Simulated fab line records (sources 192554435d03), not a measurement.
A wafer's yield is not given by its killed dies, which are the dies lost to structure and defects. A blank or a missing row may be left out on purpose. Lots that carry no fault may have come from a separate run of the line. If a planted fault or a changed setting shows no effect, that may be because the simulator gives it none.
fab line records | flow n5Finfet
[record] lots = 7 wafers = 21
route steps=1938 shown ZERO_LAYER@4 FIN_SAQP@108 FIN_CUT@169 SD_EPI_N@268 SD_EPI_P@295 SD_ACTIVATION@330
startH: hours from the record's first day to the start of the lot's first wafer shown | waitH: hours elapsed since this lot's preceding step | " repeats the value in the row above | L1.1+2: one row covering several wafers at once | - no value, or no start given | * or withheld: withheld | < > ~ a bound
route shown NAME@n: names a module that has steps shown in the file, with the first one's number in the route | usual: mean/standard deviation of fault-free wafers | same: alike in all rows | chamber/n: place in a boat | sites: per-site readings | _std_site: standard deviation across them | _edge_site: outer sites' mean less inner sites' | radiusMm: for every site, how far away it sits from the centre of the wafer | mask NAME#n: copy n | behind: the tool/chamber that last shaped the wafer | hold: why the lot was held/for how many hours/how that ended | device: whichever transistor did not switch (one of n, p or np) | end of line: the tests these same wafers got at the end of their route | a step with no rows: only its recipe | killed: dies lost to structure and defects at the first sort, not the wafer's yield | map: a wafer's dies, x killed, . not, _ none there
set.NAME: the setting as run; set.NAME@STEP: as run at that earlier step | model.NAME: the simulator's own value behind a step, which no gauge read
lots whose settings were changed on purpose; a table a step, a row a wafer
[[steps]]
[step N5_ZERO_LAYER_PECVD_02]
[recipe] material = SiO2 targetThkA = 100 tempC = 400 precursor = SiH4/N2O pressureTorr = 0.75 rfW = 275 timeS = 6
// columns lot.wafer tool chamber startH waitH set.timeS model.SiO2_of_ZERO_LAYER_PECVD_02.thkNm
L076.1 pecvd-02 1 24.28 0.0 5.565 9.245
L076.3 " 0 " " 6 9.94
L076.4 " 1 " " 5.565 9.376
L078.2 pecvd-04 1 36.28 0.0 6 9.855
L078.3 " 0 " " 6 10.07
L078.5 " 1 " " 6 10.02
L080.4 pecvd-04 0 48.31 0.1 6 10.05
L080.5 " 1 " " 6 9.974
L080.6 " 0 " " 6 9.976
L090.3 pecvd-02 2 108.28 0.0 6 10.11
L090.4 " 1 " " 6 9.827
L090.5 " 0 " " 6.778 11.2
L091.1 pecvd-04 2 114.28 0.0 6 10.11
L091.3 " 1 " " 6 10.14
L091.4 " 0 " " 6 10.16
L093.4 pecvd-01 0 126.31 0.1 5.371 8.976
L093.5 " 0 " " 6 9.913
L093.6 " 1 " " 6 9.936
L095.1 pecvd-04 1 138.28 0.0 6.858 11.57
L095.4 " 2 " " 6.858 11.69
L095.5 " 1 " " 6 10.32
[step N5_ZERO_LAYER_EXPOSE_08]
[recipe] maskId = ZERO na = 0.55 sourceShape = conventional sigmaOuter = 0.8 polarization = unpolarized defocusNm = 0 targetCdNm = 2000 doseMj = 16.2
// columns lot.wafer tool chamber startH waitH mask set.doseMj
L076.1+3 krfScanner-02 0 24.59 - ZERO#0 16.2
L076.4 " 0 " " ZERO#0 15.02
L078.2 krfScanner-02 0 36.62 - ZERO#0 16.2
L078.3+5 " 0 " " ZERO#0 15.33
L080.4+5+6 krfScanner-02 0 48.63 - ZERO#0 16.2
L090.3+4 krfScanner-02 0 108.48 - ZERO#0 16.2
L090.5 " 0 " " ZERO#0 17.24
L091.1+3 krfScanner-01 0 114.59 - ZERO#0 16.53
L091.4 " 0 " " ZERO#0 16.2
L093.4+6 krfScanner-02 0 126.51 - ZERO#0 16.2
L093.5 " 0 " " ZERO#0 15.54
L095.1+5 krfScanner-01 0 138.46 - ZERO#0 16.74
L095.4 " 0 " " ZERO#0 16.2
[step N5_ZERO_LAYER_PEB_09]
[recipe] pebTempC = withheld pebTimeS = *
[step N5_ZERO_LAYER_DEVELOP_10]
[recipe] developTimeS = 60 rinseLiquid = diw dry = airSpin devTempC = 21
[step N5_ZERO_LAYER_HARDBAKE_23]
[recipe] tempC = 130 timeS = 120
[step N5_ZERO_LAYER_CD_MEAS_11]
[recipe] targetCdNm = 2000 landingEnergyEv = 500 detector = seInlens
[usual] cdNm = 1999.2/1.8
// columns lot.wafer tool chamber startH waitH set.doseMj@ZERO_LAYER_EXPOSE_08 cdNm
L076.1 cdSem-03 0 24.77 - 16.2 1998.6
L076.3 " 0 " " 16.2 1997.1
L076.4 " 0 " " 15.02 1988.1
L078.2 cdSem-02 0 36.79 - 16.2 1997.9
L078.3 " 0 " " 15.33 1987.7
L078.5 " 0 " " 15.33 1988.1
L080.4 cdSem-01 0 48.79 - 16.2 2002.0
L080.5 " 0 " " 16.2 1998.0
L080.6 " 0 " " 16.2 1998.6
L090.3 cdSem-03 0 108.65 - 16.2 1999.1
L090.4 " 0 " " 16.2 2000.5
L090.5 " 0 " " 17.24 2010.4
L091.1 cdSem-02 0 114.77 - 16.53 2003.3
L091.3 " 0 " " 16.53 2002.8
L091.4 " 0 " " 16.2 1997.0
L093.4 cdSem-01 0 126.67 - 16.2 1996.5
L093.5 " 0 " " 15.54 1991.3
L093.6 " 0 " " 16.2 1999.7
L095.1 cdSem-01 0 138.64 - 16.74 2007.1
L095.4 " 0 " " 16.2 1997.3
L095.5 " 0 " " 16.74 2007.7
[step N5_ZERO_LAYER_DESCUM_16]
[recipe] chemistry = O2 timeS = 7.9 sourcePowerW = 50 biasPowerW = 20 pressureMtorr = 20 rfFrequencyHz = 2.712e+07 tempC = 40 o2FlowSccm = 225
// columns lot.wafer tool chamber startH waitH set.doseMj@ZERO_LAYER_EXPOSE_08 model.ZERO_LAYER.cdNm
L076.1 rieDiel-05 2 24.80 0.0 16.2 1999
L076.3 " 3 " " 16.2 1997
L076.4 " 0 " " 15.02 1988
L078.2 rieDiel-05 3 36.83 0.0 16.2 1998
L078.3 " 1 " " 15.33 1987
L078.5 " 2 " " 15.33 1988
L080.4 rieDiel-01 3 48.83 0.0 16.2 2002
L080.5 " 2 " " 16.2 1998
L080.6 " 1 " " 16.2 1999
L090.3 rieDiel-05 0 108.68 0.0 16.2 1999
L090.4 " 1 " " 16.2 2000
L090.5 " 2 " " 17.24 2010
L091.1 rieDiel-01 0 114.80 0.0 16.53 2004
L091.3 " 1 " " 16.53 2002
L091.4 " 3 " " 16.2 1997
L093.4 rieDiel-01 1 126.72 0.1 16.2 1996
L093.5 " 0 " " 15.54 1991
L093.6 " 3 " " 16.2 1999
L095.1 rieDiel-05 2 138.68 0.0 16.74 2007
L095.4 " 1 " " 16.2 1997
L095.5 " 2 " " 16.74 2008
[step N5_FIN_SAQP_EXPOSE_13]
[recipe] maskId = FIN_CORE na = 1.35 sourceShape = dipole sigmaInner = 0.538 sigmaOuter = 0.738 polarization = te targetCdNm = 35.6 doseMj = 63.25
// columns lot.wafer tool chamber startH waitH mask set.doseMj
L076.1+3+4 arfiScanner-03 0 34.21 - FIN_CORE#0 63.25
L078.2+3 arfiScanner-01 0 46.84 - FIN_CORE#0 63.25
L078.5 " 0 " " FIN_CORE#0 64.94
L080.4+5+6 arfiScanner-02 0 57.17 - FIN_CORE#0 63.25
L090.3 arfiScanner-01 0 117.63 - FIN_CORE#0 64.5
L090.4+5 " 0 " " FIN_CORE#0 63.25
L091.1 arfiScanner-02 0 123.82 - FIN_CORE#0 67.35
L091.3+4 " 0 " " FIN_CORE#0 63.25
L093.4+5+6 arfiScanner-01 0 135.16 - FIN_CORE#0 63.25
L095.1 arfiScanner-01 0 147.32 - FIN_CORE#0 63.25
L095.4+5 " 0 " " FIN_CORE#0 65.6
[step N5_FIN_SAQP_PEB_14]
[recipe] pebTempC = withheld pebTimeS = 60 resist = CAR-ArF
[step N5_FIN_SAQP_DEVELOP_15]
[recipe] developTimeS = 30 developer = TMAH resist = CAR-ArF devTempC = 23 rinseLiquid = diw dry = airSpin
[step N5_FIN_SAQP_CD_MEAS_16]
[recipe] targetCdNm = 35.6 landingEnergyEv = 500 detector = seInlens
[usual] cdNm = 35.6/0.32
// columns lot.wafer tool chamber startH waitH set.doseMj@FIN_SAQP_EXPOSE_13 cdNm
L076.1 cdSem-01 0 34.34 - 63.25 34.9
L076.3 " 0 " " 63.25 35.4
L076.4 " 0 " " 63.25 35.3
L078.2 cdSem-03 0 46.96 - 63.25 35.5
L078.3 " 0 " " 63.25 35.5
L078.5 " 0 " " 64.94 34.4
L080.4 cdSem-03 0 57.29 - 63.25 35.4
L080.5 " 0 " " 63.25 35.7
L080.6 " 0 " " 63.25 35.4
L090.3 cdSem-03 0 117.75 - 64.5 35.1
L090.4 " 0 " " 63.25 35.8
L090.5 " 0 " " 63.25 36.0
L091.1 cdSem-01 0 123.95 - 67.35 33.9
L091.3 " 0 " " 63.25 35.7
L091.4 " 0 " " 63.25 35.4
L093.4 cdSem-02 0 135.28 - 63.25 35.9
L093.5 " 0 " " 63.25 35.7
L093.6 " 0 " " 63.25 35.8
L095.1 cdSem-03 0 147.45 - 63.25 36.1
L095.4 " 0 " " 65.6 35.2
L095.5 " 0 " " 65.6 34.3
[step N5_FIN_CUT_ETCH_21]
[recipe] chemistry = N2/H2 target = SOC targetDepthA = 2190 overetchA = 438 maskMaterial = SiARC tempC = 40 ionEnergyEv = 100 biasW = 61 timeS = 523.5 pressureMtorr = 30 sourceW = 850 n2FlowSccm = 200 h2FlowSccm = 200
[usual] rfVppV = 241.2/1.2
// columns lot.wafer tool chamber startH waitH set.biasW rfVppV
L076.1 rieDiel-04 1 39.32 0.0 61 241.0
L076.3 " 2 " " 61 240.6
L076.4 " 0 " " 61 242.7
L078.2 rieDiel-05 0 53.13 0.0 61 239.2
L078.3 " 3 " " 61 239.5
L078.5 " 0 " " 61 240.5
L080.4 rieDiel-01 1 62.95 0.0 61 240.9
L080.5 " 1 " " 61 242.1
L080.6 " 2 " " 61 241.7
L090.3 rieDiel-04 0 123.19 0.0 61 243.2
L090.4 " 3 " " 61 241.0
L090.5 " 3 " " 61 240.8
L091.1 rieDiel-05 1 128.69 0.0 61 240.5
L091.3 " 0 " " 61 241.1
L091.4 " 2 " " 53.3 221.6
L093.4 rieDiel-01 2 140.63 0.2 61 242.6
L093.5 " 1 " " 61 241.0
L093.6 " 0 " " 61 238.8
L095.1 rieDiel-01 1 153.43 0.0 61 240.8
L095.4 " 2 " " 56.05 228.8
L095.5 " 3 " " 61 241.1
[step N5_SD_EPI_N_PEB_07]
[recipe] pebTempC = 110 pebTimeS = 60 resist = CAR-ArF-block
// columns lot.wafer tool chamber startH waitH set.pebTempC
L076.1+3 lithoTrack-04 0 60.56 0.1 107.1
L076.4 " 0 " " 110
L078.2+3+5 lithoTrack-04 0 73.81 0.0 110
L080.4+5+6 lithoTrack-03 0 83.91 0.0 110
L090.3+5 lithoTrack-02 0 144.85 0.0 110
L090.4 " 0 " " 107.2
L091.1+4 lithoTrack-02 0 151.65 0.1 112.7
L091.3 " 0 " " 110
L093.4+5+6 lithoTrack-03 0 164.53 0.0 110
L095.1+4+5 lithoTrack-02 0 174.10 0.1 110
[step N5_SD_EPI_N_DEVELOP_08]
[recipe] developTimeS = 30 developer = TMAH resist = CAR-ArF-block devTempC = 23 rinseLiquid = diw dry = airSpin
[step N5_SD_EPI_N_CD_MEAS_09]
[recipe] targetCdNm = 120 landingEnergyEv = 500 detector = seInlens
[usual] cdNm = 120.0/0.65
// columns lot.wafer tool chamber startH waitH set.pebTempC@SD_EPI_N_PEB_07 cdNm
L076.1 cdSem-02 0 60.63 - 107.1 111.2
L076.3 " 0 " " 107.1 111.6
L076.4 " 0 " " 110 118.7
L078.2 cdSem-02 0 73.87 - 110 119.9
L078.3 " 0 " " 110 119.6
L078.5 " 0 " " 110 118.9
L080.4 cdSem-01 0 83.97 - 110 119.8
L080.5 " 0 " " 110 120.3
L080.6 " 0 " " 110 120.5
L090.3 cdSem-02 0 144.92 - 110 121.0
L090.4 " 0 " " 107.2 112.3
L090.5 " 0 " " 110 119.3
L091.1 cdSem-02 0 151.72 - 112.7 127.0
L091.3 " 0 " " 110 120.4
L091.4 " 0 " " 112.7 126.4
L093.4 cdSem-03 0 164.59 - 110 119.6
L093.5 " 0 " " 110 119.0
L093.6 " 0 " " 110 120.3
L095.1 cdSem-03 0 174.17 - 110 120.3
L095.4 " 0 " " 110 121.7
L095.5 " 0 " " 110 120.2
[step N5_SD_EPI_N_DESCUM_14]
[recipe] chemistry = O2 timeS = 7.9 sourcePowerW = 50 biasPowerW = 20 pressureMtorr = 20 rfFrequencyHz = 2.712e+07 tempC = 40 resist = CAR-ArF-block o2FlowSccm = 225
// columns lot.wafer tool chamber startH waitH set.pebTempC@SD_EPI_N_PEB_07 model.SD_EPI_N.cdNm
L076.1+3 rieDiel-06 2,0 60.72 0.0 107.1 111.6
L076.4 " 3 " " 110 119
L078.2 rieDiel-06 0 73.96 0.0 110 120
L078.3 " 2 " " 110 119.6
L078.5 " 0 " " 110 119.4
L080.4 rieDiel-06 1 84.13 0.1 110 119.6
L080.5 " 2 " " 110 120.6
L080.6 " 1 " " 110 120.4
L090.3 rieDiel-02 2 145.14 0.2 110 121
L090.4 " 2 " " 107.2 112
L090.5 " 0 " " 110 119.4
L091.1 rieDiel-03 3 151.80 0.0 112.7 127
L091.3 " 1 " " 110 120.8
L091.4 " 2 " " 112.7 126.6
L093.4 rieDiel-02 0 164.69 0.0 110 120
L093.5 " 1 " " 110 119.2
L093.6 " 3 " " 110 120.4
L095.1+5 rieDiel-03 2,0 174.27 0.0 110 120.2
L095.4 " 3 " " 110 121.8
[step N5_SD_EPI_N_ETCH_34]
[recipe] chemistry = CF4 target = SiARC targetDepthA = 455 maskMaterial = CAR-ArF-block timeS = 75.8 ionEnergyEv = 80 pressureMtorr = 40 sourceW = 545 biasW = 36 Ar_flow_sccm = 100 cf4FlowSccm = 100 ends = cleared
[step N5_SD_EPI_N_ETCH_35]
[recipe] chemistry = N2/H2 target = SOC overetchA = 1080 maskMaterial = SiARC tempC = 40 ionEnergyEv = 100 sourceW = 3000 biasW = 133 pressureMtorr = 20 timeS = 486 n2FlowSccm = 200 h2FlowSccm = 200
// columns lot.wafer tool chamber startH waitH set.pebTempC@SD_EPI_N_PEB_07 model.SD_EPI_N.cdNm
L076.1 rieDiel-06 2 60.81 0.0 107.1 112.2
L076.3 " 0 " " 107.1 112
L076.4 " 3 " " 110 119.6
L078.2 rieDiel-06 0 74.05 0.0 110 121.4
L078.3 " 2 " " 110 120.4
L078.5 " 0 " " 110 119.6
L080.4 rieDiel-06 1 84.22 0.0 110 119.6
L080.5 " 2 " " 110 121
L080.6 " 1 " " 110 120.8
L090.3 rieDiel-02 2 145.23 0.0 110 121.2
L090.4 " 2 " " 107.2 111
L090.5 " 0 " " 110 117.6
L091.1 rieDiel-03 3 151.90 0.0 112.7 126.6
L091.3 " 1 " " 110 119.8
L091.4 " 2 " " 112.7 125.8
L093.4 rieDiel-02 0 164.92 0.2 110 118.2
L093.5 " 1 " " 110 119
L093.6 " 3 " " 110 120
L095.1 rieDiel-03 2 174.36 0.0 110 121.4
L095.4 " 3 " " 110 121.6
L095.5 " 0 " " 110 119.8
[step N5_SD_EPI_N_EPI_21]
[recipe] material = Si:P dopant = P tempC = 680 pressureTorr = 255 timeS = 690
// columns lot.wafer tool chamber startH waitH set.tempC model.Si-P_of_SD_EPI_N_EPI_21.thkNm
L076.1 epiRpcvd-03 0 62.39 0.1 680 58.2
L076.3 " 0 " " 680 58.8
L076.4 " 0 " " 680 58.6
L078.2 epiRpcvd-03 0 75.92 0.4 680 59.2
L078.3 " 0 " " 680 59
L078.5 " 0 " " 680 58.2
L080.4 epiRpcvd-03 0 86.67 0.9 680 60.2
L080.5 " 0 " " 680 59.6
L080.6 " 0 " " 680 59
L090.3 epiRpcvd-02 0 147.50 0.7 680 60.8
L090.4 " 0 " " 676.9 56.6
L090.5 " 0 " " 680 59.8
L091.1 epiRpcvd-01 0 153.49 0.1 680 60.2
L091.3 " 0 " " 681.4 61.4
L091.4 " 0 " " 681.4 61.6
L093.4 epiRpcvd-02 0 167.19 0.9 680 60.2
L093.5 " 0 " " 680 60
L093.6 " 0 " " 676.4 56.2
L095.1+4 epiRpcvd-01 0 175.95 0.1 684 62.8
L095.5 " 0 177.07 1.1 680 58.4
[step N5_SD_EPI_N_EPI_MEAS_23]
[recipe] mode = xrd
[usual] thkNm = 59.3/1.2
// columns lot.wafer tool chamber startH waitH set.tempC@SD_EPI_N_EPI_21 thkNm
L076.1 filmMetro-01 - 64.11 1.4 680 58.8
L076.3 " - " " 680 59.2
L076.4 " - " " 680 59.6
L078.2 filmMetro-02 - 77.36 1.2 680 59.2
L078.3 " - " " 680 58.5
L078.5 " - " " 680 59.3
L080.4 filmMetro-02 - 87.55 0.6 680 59.6
L080.5 " - " " 680 58.4
L080.6 " - " " 680 61.0
L090.3 filmMetro-02 - 148.66 0.9 680 60.6
L090.4 " - " " 676.9 55.8
L090.5 " - " " 680 58.9
L091.1 filmMetro-02 - 155.21 1.4 680 60.9
L091.3 " - " " 681.4 60.5
L091.4 " - " " 681.4 61.6
L093.4 filmMetro-01 - 168.09 0.6 680 60.8
L093.5 " - " " 680 59.3
L093.6 " - " " 676.4 54.5
L095.1 filmMetro-01 - 177.67 1.4 684 64.4
L095.4 " - " " 684 62.1
L095.5 " - " " 680 58.2
[step N5_SD_EPI_P_COAT_34]
[recipe] resist = SOC tempC = 250 timeS = 60 spinRpm = 1500 resistThkNm = 350
// columns lot.wafer tool chamber startH waitH set.spinRpm model.SOC_of_SD_EPI_P_COAT_34.thkNm
L076.1 lithoTrack-05 0 64.69 0.0 1500 348.8
L076.3 " 0 " " 1666 331.4
L076.4 " 0 " " 1500 350.4
L078.2 lithoTrack-01 0 77.96 0.0 1369 367
L078.3 " 0 " " 1500 349.2
L078.5 " 0 " " 1369 368
L080.4 lithoTrack-05 0 88.47 0.0 1500 350.2
L080.5+6 " 0 " " 1500 350
L090.3 lithoTrack-03 0 149.24 0.0 1500 349.4
L090.4 " 0 " " 1442 357.8
L090.5 " 0 " " 1500 350
L091.1 lithoTrack-01 0 155.81 0.0 1581 341.6
L091.3 " 0 " " 1500 352
L091.4 " 0 " " 1581 342.6
L093.4 lithoTrack-03 0 168.68 0.0 1617 337.6
L093.5 " 0 " " 1617 338.4
L093.6 " 0 " " 1500 351
L095.1 lithoTrack-01 0 178.34 0.0 1611 336.6
L095.4 " 0 " " 1500 348.6
L095.5 " 0 " " 1500 348
[step N5_SD_EPI_P_COAT_35]
[recipe] resist = SiARC tempC = 220 timeS = 60 spinRpm = 1500 resistThkNm = 35
[step N5_SD_EPI_P_COAT_03]
[recipe] resist = CAR-ArF-block spinRpm = 1500 resistThkNm = 150
[step N5_SD_EPI_P_EPI_21]
[recipe] material = SiGe:B dopant = B tempC = 550 pressureTorr = 20 ambient = H2 timeS = 355
[step N5_SD_EPI_P_HM_STRIP_48]
[recipe] chemistry = H3PO4 tempC = 160 material = SiNx target = SiNx targetDepthA = 30 overetchFraction = 0.3
// columns lot.wafer tool chamber startH waitH set.tempC@SD_EPI_N_EPI_21 model.Si-P_of_SD_EPI_N_EPI_21.thkNm
L076.1 wetBench-02 0 69.46 0.0 680 57.6
L076.3 " 7 " " 680 58.2
L076.4 " 6 " " 680 58
L078.2 wetBench-04 5 81.87 0.0 680 58.6
L078.3 " 7 " " 680 58.4
L078.5 " 3 " " 680 57.6
L080.4 wetBench-04 1 92.51 0.0 680 59.6
L080.5 " 5 " " 680 59
L080.6 " 0 " " 680 58.4
L090.3 wetBench-04 0 154.28 0.0 680 60.2
L090.4 " 3 " " 676.9 55.8
L090.5 " 2 " " 680 59.2
L091.1 wetBench-02 1 160.63 0.0 680 59.6
L091.3 " 2 " " 681.4 60.6
L091.4 " 6 " " 681.4 60.8
L093.4 wetBench-06 5 172.72 0.0 680 59.6
L093.5 " 0 " " 680 59.4
L093.6 " 1 " " 676.4 55.6
L095.1 wetBench-06 0 182.94 0.0 684 62.2
L095.4 " 6 " " 684 62
L095.5 " 5 " " 680 57.6
[step N5_SD_EPI_P_SRD_49]
[recipe] dry = ipaMarangoni timeS = 30 tempC = 23 rinseLiquid = diw
[step N5_SD_EPI_P_PRECLEAN_24]
[recipe] chemistry = O3/DIW timeS = 45 tempC = 22 o3Ppm = 10
// columns lot.wafer tool chamber startH waitH set.tempC@SD_EPI_N_EPI_21 model.Si-P_of_SD_EPI_N_EPI_21.thkNm
L076.1 wetBench-02 0 69.53 0.0 680 57.4
L076.3 " 7 " " 680 58
L076.4 " 6 " " 680 57.8
L078.2 wetBench-04 5 81.94 0.0 680 58.4
L078.3 " 7 " " 680 58.2
L078.5 " 3 " " 680 57.4
L080.4 wetBench-04 1 92.58 0.0 680 59.4
L080.5 " 5 " " 680 58.8
L080.6 " 0 " " 680 58.2
L090.3 wetBench-04 0 154.35 0.0 680 60
L090.4 " 3 " " 676.9 55.8
L090.5 " 2 " " 680 59
L091.1 wetBench-02 1 160.70 0.0 680 59.4
L091.3+4 " 2,6 " " 681.4 60.6
L093.4 wetBench-06 5 172.79 0.0 680 59.4
L093.5 " 0 " " 680 59.2
L093.6 " 1 " " 676.4 55.4
L095.1 wetBench-06 0 183.01 0.0 684 62
L095.4 " 6 " " 684 61.8
L095.5 " 5 " " 680 57.4
[step N5_SD_EPI_P_PRECLEAN_32]
[recipe] chemistry = dHF timeS = 10 dilution = 500:1 tempC = 25
[step N5_SD_EPI_P_PRECLEAN_33]
[recipe] chemistry = SC2 timeS = 45 tempC = 35 mix = 1:1:50
[step N5_SD_ACTIVATION_RTA_00]
[recipe] tempC = 975 timeS = 0 ambient = N2 idleTempC = 600 rampUpCPerS = 150 rampDownCPerS = 60 coolToC = 600
[step N5_SD_ACTIVATION_LSA_01]
[recipe] tempC = 1080 timeS = 0.0008 ambient = N2
[step N5_SD_ACTIVATION_RS_MEAS_03]
[recipe] thkMeasGauge = four-point-probe
[usual] RS_SD_N = 21.81/0.3 RS_SD_P = 56.2/0.84
// columns lot.wafer tool chamber startH waitH set.tempC@SD_EPI_N_EPI_21 RS_SD_N[ohm/sq] RS_SD_P[ohm/sq]
L076.1 filmMetro-01 - 70.03 0.2 680 22.11 55.3
L076.3 " - " " 680 22.08 56.2
L076.4 " - " " 680 21.89 55.4
L078.2 filmMetro-02 - 82.46 0.2 680 22.02 57.1
L078.3 " - " " 680 22.00 57.3
L078.5 " - " " 680 22.40 56.9
L080.4 filmMetro-01 - 93.14 0.1 680 21.32 57.6
L080.5 " - " " 680 21.57 58.0
L080.6 " - " " 680 21.93 58.2
L090.3 filmMetro-02 - 154.91 0.2 680 21.10 55.8
L090.4 " - " " 676.9 22.61 55.2
L090.5 " - " " 680 21.47 55.3
L091.1 filmMetro-02 - 161.35 0.2 680 21.47 56.5
L091.3 " - " " 681.4 21.10 56.5
L091.4 " - " " 681.4 20.99 57.0
L093.4 filmMetro-01 - 173.35 0.1 680 21.56 56.3
L093.5 " - " " 680 21.53 57.0
L093.6 " - " " 676.4 23.10 56.7
L095.1 filmMetro-01 - 183.51 0.2 684 20.83 55.6
L095.4 " - " " 684 20.64 55.9
L095.5 " - " " 680 22.27 55.4
[[key]]
[split] step = N5_ZERO_LAYER_PECVD_02 setting = timeS stated = 6 by = wafer
[response] step = N5_ZERO_LAYER_PECVD_02 reading = model.SiO2_of_ZERO_LAYER_PECVD_02.thkNm change = +0.0921 per = 1% r = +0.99
[split] step = N5_ZERO_LAYER_EXPOSE_08 setting = doseMj stated = 16.2 by = wafer
[response] step = N5_ZERO_LAYER_CD_MEAS_11 reading = cdNm change = +1.72 per = 1% r = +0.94
[response] step = N5_ZERO_LAYER_DESCUM_16 reading = model.ZERO_LAYER.cdNm change = +1.74 per = 1% r = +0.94
[split] step = N5_FIN_SAQP_EXPOSE_13 setting = doseMj stated = 63.25 by = wafer
[response] step = N5_FIN_SAQP_CD_MEAS_16 reading = cdNm change = -0.301 per = 1% r = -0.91
[split] step = N5_FIN_CUT_ETCH_21 setting = biasW stated = 61 by = wafer
[response] step = N5_FIN_CUT_ETCH_21 reading = rfVppV change = +1.52 per = 1% r = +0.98
[split] step = N5_SD_EPI_N_PEB_07 setting = pebTempC stated = 110 by = wafer
[response] step = N5_SD_EPI_N_CD_MEAS_09 reading = cdNm change = +2.8 per = 1% r = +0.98
[response] step = N5_SD_EPI_N_DESCUM_14 reading = model.SD_EPI_N.cdNm change = +2.83 per = 1% r = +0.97
[response] step = N5_SD_EPI_N_ETCH_35 reading = model.SD_EPI_N.cdNm change = +2.92 per = 1% r = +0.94
[split] step = N5_SD_EPI_N_EPI_21 setting = tempC stated = 680 by = wafer
[response] step = N5_SD_EPI_N_EPI_21 reading = model.Si-P_of_SD_EPI_N_EPI_21.thkNm change = +7.54 per = 1% r = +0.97
[response] step = N5_SD_EPI_N_EPI_MEAS_23 reading = thkNm change = * per = 1% r = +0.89
[response] step = N5_SD_EPI_P_HM_STRIP_48 reading = model.Si-P_of_SD_EPI_N_EPI_21.thkNm change = +7.66 per = 1% r = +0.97
[response] step = N5_SD_EPI_P_PRECLEAN_24 reading = model.Si-P_of_SD_EPI_N_EPI_21.thkNm change = +7.58 per = 1% r = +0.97
[response] step = N5_SD_ACTIVATION_RS_MEAS_03 reading = RS_SD_N change = -2.76 per = 1% r = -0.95
[split] step = N5_SD_EPI_P_COAT_34 setting = spinRpm stated = 1500 by = wafer
[response] step = N5_SD_EPI_P_COAT_34 reading = model.SOC_of_SD_EPI_P_COAT_34.thkNm change = -1.77 per = 1% r = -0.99
